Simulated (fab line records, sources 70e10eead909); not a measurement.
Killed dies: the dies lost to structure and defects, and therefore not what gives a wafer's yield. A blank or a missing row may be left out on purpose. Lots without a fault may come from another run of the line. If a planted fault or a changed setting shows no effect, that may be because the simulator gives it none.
Check for tools in common ; flow nand harc ; Sample size 2 lots and 6 wafers

## WHY THIS WAS OPENED
On 2 of the 2 lots, a flag is raised at NHARC_END_SORT_01 on the reading killed at periphery. Wafers without a fault read 3.7, standard deviation 2.6.
Rule: a lot is flagged when every wafer of it that has a number lies more than 4 standard deviations from that mean, or none has a number. As for the other lots, they are considered sound.

lot;measured;on;killed at periphery, wafer by wafer;flag
L290;day 27 22:27;prober-02;600 604 595;FLAGGED
L291;day 28 06:10;prober-01;621 638 616;FLAGGED
On average the flagged lots read 612.3, which is +608.6 against the usual, or +99 or more standard deviations.

## TOOL THAT RAN EACH LOT
3 process steps preceding the reading are held in the record, out of 1302 steps in the route. Each cell gives the tool, then ch followed by the chambers the sampled wafers passed through, then the start.
lot;flag;NHARC_P_GATE_DEVELOP_45;NHARC_THIN_TSV_DEP_47;NHARC_THIN_TSV_DEGAS_53
L290;FLAGGED;litho track-03 ch 0, day 8 20:00;no row;no row
L291;FLAGGED;litho track-03 ch 0, day 9 14:00;no row;no row
What the steps here do:
- NHARC_P_GATE_DEVELOP_45: time 70 s.
- NHARC_THIN_TSV_DEP_47: deposits SiO2, target thk 200 nm.
- NHARC_THIN_TSV_DEGAS_53: time 60 s.
- NHARC_END_SORT_01

## FLAGGED OVER TOTAL, TOOL BY TOOL (the gauges that took the reading come last)
step;tool;lots run;flagged;share of the flagged lots;sound lots run after its first flagged lot
NHARC_P_GATE_DEVELOP_45;litho track-03;2;2;all;0
NHARC_END_SORT_01;prober-01;1;1;some;0
NHARC_END_SORT_01;prober-02;1;1;some;0

## WHAT THE TABLE ALLOWS
In the table, 1 row covers all flagged lots: litho track-03 at NHARC_P_GATE_DEVELOP_45.
- litho track-03 at NHARC_P_GATE_DEVELOP_45: 2 of its 2 lots flagged. It ran no sound lot before its first flagged lot in this sample, so the start can't be narrowed down.
litho track-03 at NHARC_P_GATE_DEVELOP_45 is the single tool remaining.

## WHAT WAS PUT IN BY THE SIMULATOR
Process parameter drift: litho track-03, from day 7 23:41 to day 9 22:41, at NHARC_P_GATE_DEVELOP_45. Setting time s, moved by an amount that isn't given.
Lots struck among those shown: L290, L291. This agrees with what the rule above found.
